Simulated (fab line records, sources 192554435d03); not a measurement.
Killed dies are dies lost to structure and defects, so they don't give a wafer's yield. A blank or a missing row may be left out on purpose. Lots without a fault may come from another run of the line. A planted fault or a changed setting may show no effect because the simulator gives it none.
A struck lot beside a sound one | flow n5_finfet | 16 steps out of a route of 1938
Sound: wafers L483.1, L483.2, L483.5. Struck: wafers L487.1, L487.6. The cause comes at the end.
At each step with rows: each side's tool, then ch and its chambers, then its first start. Under that, the readings that differ: sound wafers | struck wafers | difference of the means | sigmas: that difference in standard deviations of wafers without a fault.
alike: readings whose means differ by less than 2 such deviations, and words and numbers that are the same on both sides. not compared: withheld readings, readings that some wafer has no value for, bounds like >300 that may hide the same value, and numbers for which the record gives no deviation and whose values overlap.
The two part at a step that has a row with sigmas, a row that says differs or no value, or rows on one side only. Numbers that don't overlap but have no deviation are shown without sigmas and don't part them. A reading that every wafer of one side lacks parts them only if that side has two wafers or more.

N5_MOL_CONTACT_COAG_STRIP_98: strips in N2/H2.
  sound on rie_diel-02 ch 0,2,3, day 5 04:29; struck on rie_diel-02 ch 0, day 6 05:55
  alike: drypump_motor_current_A, h2_flow_sccm, oes_product_au, rf_vpp_V, showerhead_plenum_p_Torr, throttle_valve_pct
  not compared: rf_hours_counter_h
N5_MOL_CONTACT_COAG_CD_MEAS_99: target cd 17.2 nm.
  sound on cd_sem-01, day 5 04:34; struck on cd_sem-02, day 6 05:59
  alike: cd_nm
then, 2 steps without rows for these wafers: N5_MOL_CONTACT_COAG_IMPLANT_129; N5_MOL_CONTACT_COAG_PRECLEAN_111 (cleans in NF3:NH3, afs cycles 1, time 20 s, sublimation time 60 s).
N5_MOL_CONTACT_COAG_TI_SIL_19: material Ti, target thk 4.2 nm, time 15 s.
  sound on pvd_sputter-02, day 5 05:02; struck on pvd_sputter-03, day 6 07:48
  alike: susceptor_temp_C, throttle_valve_pct
then, 3 steps without rows for these wafers: N5_MOL_CONTACT_COAG_ALD_20 (deposits TiN, target thk 1.5 nm, pulse time 1 s, purge time 3 s); N5_MOL_CONTACT_COAG_SIL_ANNEAL_21 (time 60 s); N5_MOL_CONTACT_COAG_PRE_CLEAN_141 (time 60 s).
N5_MOL_CONTACT_COAG_SPUTTER_143: material Co, target thk 2.5 nm.
  sound on pvd_sputter-02, day 5 06:44; struck on pvd_sputter-02, day 6 08:35
  alike: susceptor_temp_C, throttle_valve_pct
N5_MOL_CONTACT_COAG_CO_FILL_22: material Co, precursor CCTBA/H2, target thk 20 nm.
  sound on cvd_co-01 ch 0,1,2, day 5 06:52; struck on cvd_co-02 ch 0,1, day 6 08:43
  alike: heater_power_w, susceptor_temp_C
then, 1 step without rows for these wafers: N5_MOL_CONTACT_COAG_ANNEAL_113 (time 300 s).
N5_MOL_CONTACT_COAG_PRE_CLEAN_142: time 60 s.
  sound on pvd_sputter-01, day 5 09:51; struck on pvd_sputter-01, day 6 11:32
  alike: heater_power_w, susceptor_temp_C
N5_MOL_CONTACT_COAG_SPUTTER_130: material Co, target thk 47.5 nm.
  sound on pvd_sputter-01, day 5 09:55; struck on pvd_sputter-01, day 6 11:36
  reading                                              | sound          | struck    | difference | sigmas
  model.Co_of_MOL_CONTACT_COAG_SPUTTER_130.thk_nm (nm) | 47.2 47.6 47.8 | 31.4 31.2 | -16.2      |
  alike: susceptor_temp_C, throttle_valve_pct
then, 1 step without rows for these wafers: N5_MOL_CONTACT_COAG_PRECLEAN_125 (cleans in DIW, time 57.5 s).
-- the record jumps here: 3 days lie between the struck wafers' starts before and after (it left off in module MOL_CONTACT_COAG and takes up again in module BEOL_M4, whose first step shown is number 1111 of the route) --
N5_BEOL_M4_RC_MEAS_101:
  sound on prober-01 ch 0, day 8 15:10; struck on prober-02 ch 0, day 9 16:14
  alike: DIBL_N, DIBL_P, IOFF_N, IOFF_P, ION_N, ION_P, SS_N, SS_P, VT_N, VT_P
then, 1 step without rows for these wafers: N5_PASSIVATION_PROBE_49.

WHERE THEY PART
Nowhere in this record.

WHY: what the simulator had put in
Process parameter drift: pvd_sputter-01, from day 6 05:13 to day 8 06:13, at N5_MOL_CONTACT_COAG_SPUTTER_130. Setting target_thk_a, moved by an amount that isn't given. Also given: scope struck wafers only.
